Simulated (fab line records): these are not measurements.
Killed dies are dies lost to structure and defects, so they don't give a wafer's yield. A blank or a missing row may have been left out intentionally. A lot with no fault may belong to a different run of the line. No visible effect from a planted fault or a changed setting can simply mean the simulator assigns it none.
fab line records    flow n5Finfet
record: lots: 8  wafers: 24  lastDay: 18
route steps=1938 shown BEOL_M0_SAQP@665 BEOL_M4@1111
lots with no fault: from the same line, run without faults
startH: hours from the record's opening day to when the first of the lot's shown wafers began    waitH: hours elapsed since this lot's preceding step    " same as the row above    L1.1+2: a row that stands for several wafers    - no value, or no start was given    * or withheld: withheld    < > ~ a bound
route shown NAME@n: names a module that has steps shown in the file, with the first one's number in the route    usual: mean/standard deviation of fault-free wafers    same: alike in all rows    chamber/n: place in a boat    sites: readings site by site    _std_site: standard deviation of those values    _edge_site: outer sites' mean less inner sites'    radiusMm: how far each site lies from the wafer's centre    mask NAME#n: copy n    behind: the most recent tool/chamber to have shaped the wafer    hold: reason for holding the lot/hours on hold/outcome of the hold    device: transistor that didn't switch, given as n, p or np    end of line: at the end of the route, the tests of the same wafers    a step given without rows: its recipe and nothing more    killed: not the wafer's yield, but the dies lost to structure and defects at the first sort    map: shows each die of a wafer: x if killed, . if not, _ if none is there
set.NAME: the setting as run; set.NAME@STEP: as run at that earlier step    model.NAME: the simulator's own value behind a step, which no gauge read
route steps across a sampled set of lots; one table per step, one row per wafer
services: when a tool's chamber went out of use (startH, in hours from the record's first day, below 0 if earlier), for how many hours, and the reason
== steps ==
step: N5_BEOL_M0_SAQP_MANDREL1_REMOVE_100
recipe: chemistry: HBr/Cl2/O2  btTimeS: 10  target: a-Si  stopOn: SiNx  endpoint: OES-SiCl  overEtchFrac: 0.85  icpW: 600  biasW: 30  HBr_flow_sccm: 150  Cl2_flow_sccm: 80  O2_flow_sccm: 5  pressureMtorr: 10
usual: HBr_flow_sccm: 150.0/0.42  drypumpMotorCurrentA: 5.7/0.44  oesProductAu: 1.009/0.017  throttleValvePct: 36.92/0.18
lot.wafer  tool      chamber  startH  waitH  HBr_flow_sccm  drypumpMotorCurrentA  oesProductAu  rfHoursCounterH  throttleValvePct
L689.1     rieSi-04  2        144.98  0.1    150.3          5.6                   1.007         81               36.70
L689.3     "         1        "       "      149.7          5.1                   1.018         140              37.12
L689.4     "         3        "       "      149.8          5.4                   0.995         58               36.99
L690.1     rieSi-05  2        153.22  0.1    150.7          5.4                   1.005         17               37.07
L690.2     "         3        "       "      149.2          5.3                   1.023         105              36.92
L690.5     "         0        "       "      150.1          5.7                   0.982         -                37.00
L691.1     rieSi-02  1        155.17  0.1    150.0          5.3                   0.991         8                36.87
L691.3     "         3        "       "      149.7          5.5                   1.028         1                36.93
L691.4     "         1        "       "      149.6          5.4                   0.990         -                36.89
L692.1     rieSi-02  1        164.48  0.1    149.5          5.3                   0.987         9                36.88
L692.3     "         0        "       "      149.9          6.3                   1.003         41               37.17
L692.6     "         0        "       "      149.3          6.4                   0.999         -                37.18
L699.1     rieSi-04  1        204.88  0.1    150.8          5.1                   1.011         141              37.14
L699.2     "         2        "       "      150.2          5.6                   0.998         82               36.70
L699.4     "         0        "       "      150.0          5.6                   1.044         9                36.78
L700.1     rieSi-02  1        207.21  0.1    149.9          5.3                   0.991         9                36.89
L700.2     "         2        "       "      149.9          5.8                   1.020         48               36.48
L700.4     "         3        "       "      150.0          5.5                   1.029         2                36.97
L703.1     rieSi-02  1        226.46  0.1    150.5          5.3                   0.984         10               36.90
L703.3     "         3        "       "      150.6          5.5                   1.027         3                36.96
L703.4     "         2        "       "      150.6          5.8                   1.018         48               36.47
L705.1     rieSi-04  2        252.19  0.1    150.2          5.6                   1.010         83               36.72
L705.5     "         2        "       "      150.2          5.6                   1.009         -                36.71
L705.6     "         3        "       "      149.3          5.4                   0.987         -                36.98
step: N5_BEOL_M0_SAQP_MANDREL2_REMOVE_110
recipe: chemistry: HBr/Cl2/O2  btTimeS: 10  target: a-Si  stopOn: SiCN  endpoint: OES-SiCl  overEtchFrac: 1  icpW: 600  biasW: 30  HBr_flow_sccm: 150  Cl2_flow_sccm: 80  O2_flow_sccm: 5  pressureMtorr: 10
usual: HBr_flow_sccm: 150.0/0.46  drypumpMotorCurrentA: 5.7/0.43  oesProductAu: 1.009/0.017  throttleValvePct: 36.90/0.19
lot.wafer  tool      chamber  startH  waitH  HBr_flow_sccm  drypumpMotorCurrentA  oesProductAu  rfHoursCounterH  throttleValvePct
L689.1     rieSi-02  1        146.79  0.1    150.2          5.3                   0.991         8                36.90
L689.3     "         0        "       "      149.6          6.4                   0.996         41               37.17
L689.4     "         3        "       "      150.4          5.5                   1.022         1                36.93
L690.1     rieSi-04  3        154.97  0.1    150.1          5.4                   0.991         58               36.99
L690.2     "         2        "       "      150.0          5.6                   1.000         81               36.70
L690.5     "         2        "       "      150.7          5.6                   1.009         -                36.70
L691.1     rieSi-02  1        157.11  0.1    149.8          5.3                   0.985         8                36.90
L691.3     "         0        "       "      149.7          6.3                   1.004         41               37.17
L691.4     "         1        "       "      149.8          5.3                   0.994         -                36.88
L692.1     rieSi-05  0        166.24  0.1    150.0          5.7                   0.986         3                36.98
L692.3     "         2        "       "      149.1          5.4                   1.006         17               37.07
L692.6     "         3        "       "      149.8          5.3                   1.027         -                36.92
L699.1     rieSi-04  2        206.65  0.1    150.2          5.6                   1.005         82               36.73
L699.2     "         1        "       "      149.4          5.1                   1.007         141              37.13
L699.4     "         3        "       "      150.7          5.4                   0.993         59               36.99
L700.1     rieSi-05  3        209.41  0.1    149.9          5.3                   1.026         106              36.92
L700.2     "         1        "       "      149.1          6.5                   1.003         71               36.77
L700.4     "         0        "       "      150.7          5.7                   0.999         4                36.99
L703.1     rieSi-02  3        228.35  0.1    149.5          5.5                   1.027         3                36.92
L703.3     "         0        "       "      149.6          6.4                   0.998         42               37.20
L703.4     "         1        "       "      149.5          5.3                   0.993         10               36.90
L705.1     rieSi-05  3        254.89  0.1    151.0          5.3                   1.016         107              36.92
L705.5     "         2        "       "      149.6          5.4                   1.009         -                37.07
L705.6     "         3        "       "      150.3          5.3                   1.009         -                36.92
step: N5_BEOL_M0_SAQP_ETCH_88
recipe: chemistry: N2/H2  target: underlayer  targetDepthA: 65  timeS: 5.2  ionEnergyEv: 200  maskMaterial: CAR-EUV  pressureMtorr: 30  sourceW: 840  biasW: 150  n2FlowSccm: 200  h2FlowSccm: 200  ends: cleared
usual: biasW: 150.0/0.45  chamberPressureMTorr: 30.00/0.042  drypumpMotorCurrentA: 5.9/0.41  etchRfOnTimeS: 5.17/0.097  oesProductAu: 0.65/0.058  rfVppV: 524.5/2.2  showerheadPlenumPTorr: 2.56/0.069  throttleValvePct: 17.90/0.13
lot.wafer  tool        chamber  startH  waitH  biasW  chamberPressureMTorr  drypumpMotorCurrentA  etchRfOnTimeS  oesProductAu  rfHoursCounterH  rfVppV  showerheadPlenumPTorr  throttleValvePct
L689.1     rieDiel-04  1        147.38  0.0    149.9  29.99                 6.2                   5.29           0.65          135              525.6   2.55                   18.07
L689.3     "           2        "       "      150.6  30.03                 6.6                   5.16           0.63          195              522.1   2.53                   17.91
L689.4     "           3        "       "      150.0  29.98                 6.5                   5.31           0.61          165              521.6   2.54                   17.84
L690.1     rieDiel-05  1        155.55  0.0    -      -                     -                     -              -             -                -       -                      -
L690.2     "           2        "       "      -      -                     -                     -              -             -                -       -                      -
L690.5     "           0        "       "      -      -                     -                     -              -             -                -       -                      -
L691.1     rieDiel-04  0        157.81  0.0    -      -                     -                     -              -             -                -       -                      -
L691.3     "           1        "       "      -      -                     -                     -              -             -                -       -                      -
L691.4     "           3        "       "      -      -                     -                     -              -             -                -       -                      -
L692.1     rieDiel-04  1        167.01  0.0    -      -                     -                     -              -             -                -       -                      -
L692.3     "           0        "       "      -      -                     -                     -              -             -                -       -                      -
L692.6     "           3        "       "      -      -                     -                     -              -             -                -       -                      -
L699.1     rieDiel-04  3        207.35  0.0    149.5  29.99                 6.4                   5.41           0.59          182              525.7   2.53                   17.88
L699.2     "           1        "       "      149.8  30.12                 6.2                   5.28           0.63          152              524.7   2.54                   18.10
L699.4     "           0        "       "      150.5  29.93                 5.5                   5.18           0.72          71               526.6   2.69                   17.69
L700.1     rieDiel-05  1        209.98  0.0    150.5  29.97                 5.8                   5.17           0.62          176              523.5   2.64                   17.91
L700.2     "           2        "       "      149.8  30.06                 5.7                   5.28           0.62          208              525.5   2.62                   18.10
L700.4     "           0        "       "      149.6  29.95                 5.2                   5.18           0.69          95               526.1   2.56                   18.17
L703.1     rieDiel-05  0        229.05  0.0    149.1  30.05                 5.2                   5.20           0.67          101              523.5   2.56                   18.19
L703.3     "           1        "       "      150.6  30.10                 5.8                   5.22           0.61          182              526.0   2.64                   17.96
L703.4     "           3        "       "      150.5  30.02                 5.7                   5.09           0.70          67               529.1   2.70                   17.93
L705.1     rieDiel-04  3        255.46  0.0    149.6  29.99                 6.5                   5.31           0.58          195              522.6   2.53                   17.89
L705.5     "           2        "       "      150.7  30.00                 6.5                   5.22           0.61          -                521.0   2.52                   17.91
L705.6     "           1        "       "      150.6  29.98                 6.2                   5.22           0.63          -                523.8   2.54                   18.10
step: N5_BEOL_M0_SAQP_ETCH_49
recipe: chemistry: CF4/O2  targetDepthA: 370  target: SiO2  pressureMtorr: 40  sourceW: 535  biasW: 49  Ar_flow_sccm: 100  cf4FlowSccm: 100  O2_flow_sccm: 10  ionEnergyEv: 100
usual: O2_flow_sccm: 10.00/0.031  biasW: 49.00/0.17  drypumpMotorCurrentA: 5.9/0.43  oes_ar_750_au: 0.76/0.058  oesProductAu: 0.77/0.06  rfVppV: 241.0/1.8  showerheadPlenumPTorr: 2.23/0.056  throttleValvePct: 15.86/0.15
lot.wafer  tool        chamber  startH  waitH  O2_flow_sccm  biasW  drypumpMotorCurrentA  oes_ar_750_au  oesProductAu  rfHoursCounterH  rfVppV  showerheadPlenumPTorr  throttleValvePct
L689.1     rieDiel-03  3        148.16  0.3    10.03         48.91  5.6                   0.71           0.71          198              244.5   2.18                   15.97
L689.3     "           1        "       "      10.00         48.75  6.1                   0.88           0.90          27               240.0   2.16                   15.62
L689.4     "           1        "       "      9.97          48.78  6.0                   0.89           0.90          -                240.5   2.16                   15.63
L690.1     rieDiel-04  1        156.43  0.4    10.01         48.90  6.2                   0.76           0.75          138              241.9   2.21                   16.01
L690.2     "           2        "       "      9.99          49.37  6.5                   0.73           0.73          197              241.0   2.19                   15.81
L690.5     "           1        "       "      10.00         48.98  6.2                   0.76           0.76          -                241.8   2.21                   16.02
L691.1     rieDiel-05  3        158.66  0.3    9.99          48.83  5.7                   0.86           0.86          45               243.5   2.32                   15.77
L691.3     "           0        "       "      9.98          48.99  5.2                   0.82           0.80          80               240.3   2.23                   15.98
L691.4     "           2        "       "      10.00         48.81  5.7                   0.73           0.73          193              243.8   2.28                   16.09
L692.1     rieDiel-05  0        168.02  0.5    9.99          48.94  5.2                   0.81           0.80          82               239.7   2.23                   15.99
L692.3     "           2        "       "      10.04         49.06  5.7                   0.73           0.74          196              244.0   2.27                   16.11
L692.6     "           2        "       "      9.98          49.00  5.7                   0.73           0.72          -                241.9   2.27                   16.12
L699.1     rieDiel-04  2        208.13  0.3    9.98          48.76  6.5                   0.72           0.72          210              240.5   2.19                   15.84
L699.2     "           0        "       "      9.94          49.14  5.5                   0.84           0.84          71               241.2   2.32                   15.64
L699.4     "           1        "       "      10.02         49.21  6.2                   0.74           0.75          153              241.7   2.20                   16.05
L700.1     rieDiel-03  2        210.78  0.3    9.95          48.94  5.4                   0.73           0.74          189              240.5   2.19                   15.73
L700.2     "           0        "       "      10.01         49.21  6.4                   0.73           0.72          213              241.4   2.18                   15.95
L700.4     "           1        "       "      10.01         48.84  6.0                   0.86           0.87          45               240.3   2.15                   15.65
L703.1     rieDiel-03  1        230.10  0.5    9.98          48.80  6.1                   0.85           0.86          51               240.6   2.15                   15.66
L703.3     "           0        "       "      9.99          49.05  6.3                   0.72           0.72          219              240.4   2.18                   15.96
L703.4     "           3        "       "      10.05         48.95  5.6                   0.68           0.69          224              244.2   2.18                   16.01
L705.1     rieDiel-04  2        256.31  0.3    10.00         48.88  6.5                   0.71           0.71          225              240.8   2.18                   15.85
L705.5     "           2        "       "      9.97          49.01  6.6                   0.71           0.71          -                239.5   2.18                   15.85
L705.6     "           1        "       "      9.98          48.93  6.2                   0.73           0.73          -                240.9   2.20                   16.08
step: N5_BEOL_M4_RC_MEAS_101
usual: DIBL_N: 36.1/1.3  DIBL_P: 36.1/1.7  IOFF_N: 0.154/0.022  IOFF_P: 0.201/0.024  ION_N: 675/8.9  ION_P: 462/5.9  SS_N: 71.5/0.49  SS_P: 73.3/0.58  VT_N: 250.0/2.7  VT_P: -251.3/2.7
lot.wafer  tool       chamber  startH  waitH  DIBL_N[mV/V]  DIBL_P[mV/V]  IOFF_N[nA/um]  IOFF_P[nA/um]  ION_N[uA/um]  ION_P[uA/um]  SS_N[mV/dec]  SS_P[mV/dec]  VT_N[mV]  VT_P[mV]
L689.1     prober-01  0        199.47  0.0    35.3          36.2          0.149          0.205          684           467           71.1          72.6          248.5     -249.8
L689.3     "          0        "       "      35.0          35.3          0.136          0.181          676           468           70.5          72.9          251.2     -249.1
L689.4     "          0        "       "      35.2          35.5          0.145          0.195          682           468           70.8          73.2          248.5     -248.5
L690.1     prober-02  0        212.89  0.0    36.1          34.8          0.155          0.202          669           464           71.9          72.5          250.6     -253.7
L690.2     "          0        "       "      35.3          33.5          0.148          0.184          682           462           72.0          72.7          249.2     -254.6
L690.5     "          0        "       "      35.4          33.9          0.141          0.189          674           465           71.2          73.1          253.0     -253.1
L691.1     prober-01  0        227.34  0.0    35.2          35.5          0.131          0.189          672           461           71.0          73.0          251.7     -250.1
L691.3     "          0        "       "      36.0          35.5          0.134          0.192          668           463           71.3          72.4          250.1     -248.9
L691.4     "          0        "       "      36.5          36.9          0.146          0.214          676           465           71.0          73.2          249.3     -249.1
L692.1     prober-02  0        231.69  0.0    35.2          34.1          0.136          0.174          662           452           71.4          72.9          253.5     -250.5
L692.3     "          0        "       "      35.0          35.0          0.151          0.192          672           460           71.7          73.4          252.1     -250.9
L692.6     "          0        "       "      36.8          36.7          0.176          0.218          679           462           71.6          74.1          247.8     -250.6
L699.1     prober-01  0        262.90  0.0    36.7          38.5          0.165          0.205          672           457           72.0          73.8          250.8     -254.0
L699.2     "          0        "       "      37.5          40.4          0.185          0.235          682           459           71.9          74.1          251.0     -249.4
L699.4     "          0        "       "      35.5          37.5          0.140          0.195          654           449           71.7          73.5          254.2     -251.7
L700.1     prober-02  0        287.81  0.0    36.5          37.5          0.156          0.221          674           468           71.2          73.8          251.3     -248.6
L700.2     "          0        "       "      36.1          37.5          0.160          0.216          676           470           72.1          72.7          251.1     -247.2
L700.4     "          0        "       "      35.8          37.1          0.146          0.205          665           464           72.0          72.9          253.0     -247.0
L703.1     prober-02  0        293.24  0.0    38.8          38.7          0.206          0.234          693           465           72.0          74.5          246.4     -251.8
L703.3     "          0        "       "      38.5          38.0          0.195          0.228          696           471           71.5          74.8          247.9     -251.2
L703.4     "          0        "       "      36.1          35.9          0.144          0.182          675           458           71.0          73.2          250.5     -255.0
L705.1     prober-02  0        319.48  0.0    38.7          39.5          0.196          0.268          696           478           72.4          73.9          244.5     -245.7
L705.5     "          0        "       "      37.4          38.0          0.174          0.247          681           470           72.2          73.6          245.3     -248.8
L705.6     "          0        "       "      36.1          36.4          0.147          0.211          670           464           71.9          73.0          251.1     -247.4
== services ==
tool        chamber  startH  hours  kind
rieSi-05    0        132.67  14.3   repair
rieDiel-05  -        140.08  0.4    repair
rieSi-05    1        141.10  22.8   repair
rieSi-02    2        152.67  12.2   repair
rieSi-04    3        156.12  8.1    repair
rieSi-05    -        198.97  4.0    pm
rieDiel-03  1        235.73  2.8    repair
rieSi-02    -        244.76  0.2    repair
rieDiel-03  -        252.66  2.8    pm
== key ==
firstSign: step: N5_BEOL_M0_SAQP_ETCH_88  reading: toolRecord  direction: missing
effect none on later readings
metAt N5_BEOL_M0_SAQP_ETCH_88
struckLots L690,L691,L692
notActingAt N5_BEOL_M0_SAQP_MANDREL1_REMOVE_100,N5_BEOL_M0_SAQP_MANDREL2_REMOVE_110,N5_BEOL_M0_SAQP_ETCH_49
onsetBetween 147.38 155.55
fault: kind: skippedStepWhole  tool: rieDiel-04,rieDiel-05  chamber: -  onsetH: 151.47  steps: N5_BEOL_M0_SAQP_ETCH_88  scope: struckLotsOnly
